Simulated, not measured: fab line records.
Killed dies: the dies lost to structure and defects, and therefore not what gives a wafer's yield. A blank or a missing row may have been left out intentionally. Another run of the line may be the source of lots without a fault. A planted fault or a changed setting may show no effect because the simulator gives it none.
Which of the tools did it? ; flow n5 finfet ; 25 wafers from 9 lots sampled at 6 of the route's 1938 steps

WHAT THE GAUGES READ, wafer by wafer
N5_FIN_SAQP_CD_MEAS_27: the cd target is 20 nm. Usual: cd nm 20.28 nm, standard deviation 0.2.
lot;measured;on;cd nm (nm);flag
L970;day 2 01:44;cd sem-02;20.30 20.02 20.18;
L972;day 2 12:56;cd sem-02;20.41 20.53 20.31;
L974;day 3 02:00;cd sem-02;20.26 20.34 20.39;
L977;day 3 19:43;cd sem-01;20.16 20.24 20.34;
L984;day 5 12:34;cd sem-01;20.27 18.15;OFF
L985;day 5 18:40;cd sem-01;19.80 17.87;OFF
L988;day 6 12:55;cd sem-01;20.03 20.47 20.23;
L989;day 6 19:23;cd sem-02;20.61 20.49 19.83;
L993;day 7 20:22;cd sem-01;20.26 20.20 20.11;

N5_BEOL_M4_RC_MEAS_101. Usual: DIBL_N 35.7 mV/V, standard deviation 1.3; DIBL_P 35.4 mV/V, standard deviation 1.8; IOFF_N 0.152 nA/um, standard deviation 0.027; IOFF_P 0.20 nA/um, standard deviation 0.034; ION_N 672 uA/um, standard deviation 9.8; ION_P 461 uA/um, standard deviation 7.5; SS_N 71.4 mV/dec, standard deviation 0.55; SS_P 73.1 mV/dec, standard deviation 0.61; VT_N 251 mV, standard deviation 3.3; VT_P -251 mV, standard deviation 3.6.
lot;measured;on;DIBL_N (mV/V);DIBL_P (mV/V);IOFF_N (nA/um);IOFF_P (nA/um);ION_N (uA/um);ION_P (uA/um);SS_N (mV/dec);SS_P (mV/dec);VT_N (mV);VT_P (mV);flag
L970;day 7 18:44;prober-02;37.2 35.0 35.2;39.2 38.2 36.6;0.199 0.160 0.161;0.27 0.24 0.22;681 672 684;469 465 467;72.2 71.1 71.0;74.2 73.9 73.7;247 248 248;-244 -246 -247;
L972;day 8 11:07;prober-01;38.6 34.7 34.8;38.5 32.9 34.2;0.217 0.139 0.144;0.30 0.21 0.22;674 671 673;468 463 460;72.4 71.0 71.6;74.4 72.9 73.5;248 251 251;-244 -249 -248;
L974;day 8 23:14;prober-01;35.8 36.4 36.6;36.2 37.6 37.3;0.162 0.186 0.188;0.18 0.19 0.19;676 688 673;452 469 453;71.3 71.3 72.3;73.1 73.7 73.8;253 246 251;-258 -252 -253;
L977;day 9 17:50;prober-02;36.0 35.9 35.6;36.9 36.5 35.6;0.162 0.157 0.153;0.21 0.20 0.20;676 682 674;465 459 462;72.1 71.7 71.3;73.2 72.6 73.1;247 248 248;-251 -250 -250;
L984;day 11 20:35;prober-01;36.5 35.8;35.6 35.7;0.155 0.149;0.21 0.20;667 663;460 460;71.5 71.9;73.4 72.5;252 250;-252 -248;
L985;day 11 16:05;prober-01;35.6 35.8;34.7 35.1;0.137 0.145;0.17 0.18;675 665;451 456;71.7 71.5;73.1 73.2;254 253;-254 -256;
L988;day 12 16:40;prober-02;39.0 38.2 37.7;38.9 37.8 37.7;0.201 0.196 0.175;0.28 0.27 0.26;685 691 677;474 479 472;71.8 72.4 71.4;74.3 74.4 74.6;246 248 248;-246 -244 -244;
L989;day 12 11:26;prober-01;35.3 34.3 34.0;34.9 33.2 33.3;0.143 0.123 0.126;0.18 0.17 0.18;676 666 667;459 457 460;71.4 70.4 70.9;72.9 72.6 72.6;252 254 252;-253 -254 -252;
L993;day 14 06:29;prober-02;34.8 33.8 35.4;33.5 32.4 34.7;0.121 0.104 0.132;0.19 0.17 0.20;674 653 668;459 457 467;70.5 70.8 71.3;73.0 72.3 73.0;254 259 252;-252 -253 -249;

WHAT TOOL EACH LOT RAN ON (gives the tool, then ch and the chambers of the sampled wafers, and finally the start)
lot;N5_FIN_SAQP_HM_OPEN_73;N5_FIN_SAQP_RECESS_75;N5_FIN_SAQP_SPACER1_ALD_24;N5_FIN_SAQP_SPACER2_ETCHBACK_29
L970;rie diel-01 ch 1,2, day 1 23:41;vapor etch-01 ch 0,1, day 2 00:11;ald sin-04 ch 1,2,3, day 2 00:49;rie diel-01 ch 0,1, day 2 03:20
L972;rie diel-05 ch 0,2,3, day 2 11:07;vapor etch-01 ch 0,1, day 2 11:38;ald sin-01 ch 0,1,3, day 2 12:01;rie diel-05 ch 0,2,3, day 2 14:17
L974;rie diel-05 ch 1,2,3, day 3 00:05;vapor etch-02 ch 0,1, day 3 00:39;ald sin-04 ch 0,3, day 3 01:02;rie diel-05 ch 1,3, day 3 03:32
L977;rie diel-06 ch 0,1,2, day 3 17:43;vapor etch-01 ch 0,1, day 3 18:23;ald sin-04 ch 0,2,3, day 3 18:46;rie diel-05 ch 1,2, day 3 21:04
L984;rie diel-06 ch 0,2, day 5 10:44;vapor etch-01 ch 0,1, day 5 11:14;ald sin-04 ch 3, day 5 11:39;rie diel-05 ch 2,3, day 5 14:01
L985;rie diel-06 ch 0,1, day 5 16:52;vapor etch-02 ch 0,1, day 5 17:22;ald sin-04 ch 0,1, day 5 17:46;rie diel-01 ch 1,2, day 5 20:15
L988;rie diel-01 ch 1,2,3, day 6 10:59;vapor etch-02 ch 0,1, day 6 11:35;ald sin-01 ch 0,2,3, day 6 11:58;rie diel-01 ch 1,2,3, day 6 14:34
L989;rie diel-01 ch 0,2,3, day 6 17:35;vapor etch-02 ch 0,1, day 6 18:05;ald sin-01 ch 0,2,3, day 6 18:28;rie diel-05 ch 0,1,2, day 6 20:59
L993;rie diel-01 ch 1,2,3, day 7 17:44;vapor etch-01 ch 0,1, day 7 18:29;ald sin-01 ch 0,3, day 7 19:27;rie diel-06 ch 0,3, day 7 23:04
- N5_FIN_SAQP_HM_OPEN_73: chemistry CHF3/O2, target SiO2, stops on a-Si, target depth 12 nm, time 16.8 s.
- N5_FIN_SAQP_RECESS_75: chemistry HF/NH3, target SiO2, target depth 14.4 nm, afs cycles 3, sublimation time 60 s.
- N5_FIN_SAQP_SPACER1_ALD_24: deposits SiO2, target thk 20.3 nm, pulse time 1 s, purge time 2 s.
- N5_FIN_SAQP_SPACER2_ETCHBACK_29: etches SiO2 in CHF3/O2, target depth 12.2 nm, time 6.1 s.

WHAT THE TOOLS THEMSELVES READ (means of the sampled wafers that have a number; where no wafer has one, the mark that the record gives instead)
N5_FIN_SAQP_HM_OPEN_73. Usual: CHF3_flow_sccm 49.98 sccm, standard deviation 0.15; drypump motor current A 5.6 A, standard deviation 0.45; oes product au 0.47 a.u., standard deviation 0.054; rf vpp V 522 V, standard deviation 3.3; showerhead plenum p Torr 2.42 Torr, standard deviation 0.086; throttle valve pct 18.90 %, standard deviation 0.24.
lot;tool;CHF3_flow_sccm (sccm);drypump motor current A (A);oes product au (a.u.);rf vpp V (V);showerhead plenum p Torr (Torr);throttle valve pct (%);flag
L970;rie diel-01;49.87;5.4;0.48;520;2.36;18.63;
L972;rie diel-05;49.95;5.4;0.47;521;2.35;18.95;
L974;rie diel-05;49.93;5.6;0.47;523;2.37;18.96;
L977;rie diel-06;50.18;5.6;0.52;521;2.51;18.92;
L984;rie diel-06;49.85;5.3;0.48;522;2.47;18.95;
L985;rie diel-06;50.16;5.5;0.53;523;2.56;18.91;
L988;rie diel-01;49.99;5.4;0.47;522;2.35;18.64;
L989;rie diel-01;49.93;5.6;0.46;521;2.35;18.74;
L993;rie diel-01;50.04;5.4;0.46;522;2.35;18.67;

N5_FIN_SAQP_RECESS_75. Usual: drypump motor current A 5.6 A, standard deviation 0.57; foreline p Torr 0.1280 Torr, standard deviation 0.00036.
lot;tool;drypump motor current A (A);foreline p Torr (Torr);flag
L970;vapor etch-01;6.1;0.1282;
L972;vapor etch-01;6.0;0.1278;
L974;vapor etch-02;4.9;0.1281;
L977;vapor etch-01;6.1;0.1279;
L984;vapor etch-01;5.9;0.1280;
L985;vapor etch-02;5.0;0.1276;
L988;vapor etch-02;5.2;0.1285;
L989;vapor etch-02;4.9;0.1277;
L993;vapor etch-01;5.8;0.1278;

N5_FIN_SAQP_SPACER1_ALD_24. Usual: heater power w 485 W, standard deviation 42; precursor pulse height rel 1.002, standard deviation 0.018.
lot;tool;heater power w (W);precursor pulse height rel;flag
L970;ald sin-04;484;1.006;
L972;ald sin-01;462;1.005;
L974;ald sin-04;513;1.006;
L977;ald sin-04;506;1.006;
L984;ald sin-04;516;0.980;
L985;ald sin-04;494;0.997;
L988;ald sin-01;450;0.992;
L989;ald sin-01;452;1.020;
L993;ald sin-01;422;1.001;

N5_FIN_SAQP_SPACER2_ETCHBACK_29. Usual: CHF3_flow_sccm 50.02 sccm, standard deviation 0.17; drypump motor current A 5.6 A, standard deviation 0.43; oes product au 0.81 a.u., standard deviation 0.11; rf vpp V 522 V, standard deviation 3.6; showerhead plenum p Torr 2.42 Torr, standard deviation 0.082; throttle valve pct 18.94 %, standard deviation 0.25.
lot;tool;CHF3_flow_sccm (sccm);drypump motor current A (A);oes product au (a.u.);rf vpp V (V);showerhead plenum p Torr (Torr);throttle valve pct (%);flag
L970;rie diel-01;49.97;6.0;0.73;520;2.41;19.17;
L972;rie diel-05;50.12;5.4;0.79;521;2.35;19.04;
L974;rie diel-05;50.14;5.3;0.69;523;2.34;19.08;
L977;rie diel-05;50.10;5.9;0.77;521;2.43;18.98;
L984;rie diel-05;50.00;5.3;0.93;524;2.46;18.90;
L985;rie diel-01;50.11;5.4;0.76;520;2.37;18.82;
L988;rie diel-01;49.88;5.4;0.77;523;2.35;18.72;
L989;rie diel-05;49.93;5.7;0.92;522;2.39;18.74;
L993;rie diel-06;50.04;5.1;0.80;525;2.52;19.12;

THE ANSWER, worked out from the rows above alone
Rule: a lot is off if the mean of its wafers that have a number lies more than 3 standard deviations from the usual mean. A lot without any number at a reading at which 4 lots or more have one is off too. All remaining lots with rows at the step are treated as sound. After the gauges, taken in route order, come the tools' own readings; for these a lot's mean is taken, as printed above. The first step at which some lot is off is used, and at that step the reading that is off furthest; a lot without a number counts as furthest.
Off: L984, L985, at N5_FIN_SAQP_CD_MEAS_27 (cd nm).
A tool fits if, at a process step before that reading, it ran every lot that is off, and no sound lot after the first of them. Those tools and the gauges at N5_FIN_SAQP_CD_MEAS_27 are tried in the same way. This does not decide it: 2 tools fit, namely rie diel-06 at N5_FIN_SAQP_HM_OPEN_73 and ald sin-04 at N5_FIN_SAQP_SPACER1_ALD_24.

WHAT THE SIMULATOR HAD INSERTED
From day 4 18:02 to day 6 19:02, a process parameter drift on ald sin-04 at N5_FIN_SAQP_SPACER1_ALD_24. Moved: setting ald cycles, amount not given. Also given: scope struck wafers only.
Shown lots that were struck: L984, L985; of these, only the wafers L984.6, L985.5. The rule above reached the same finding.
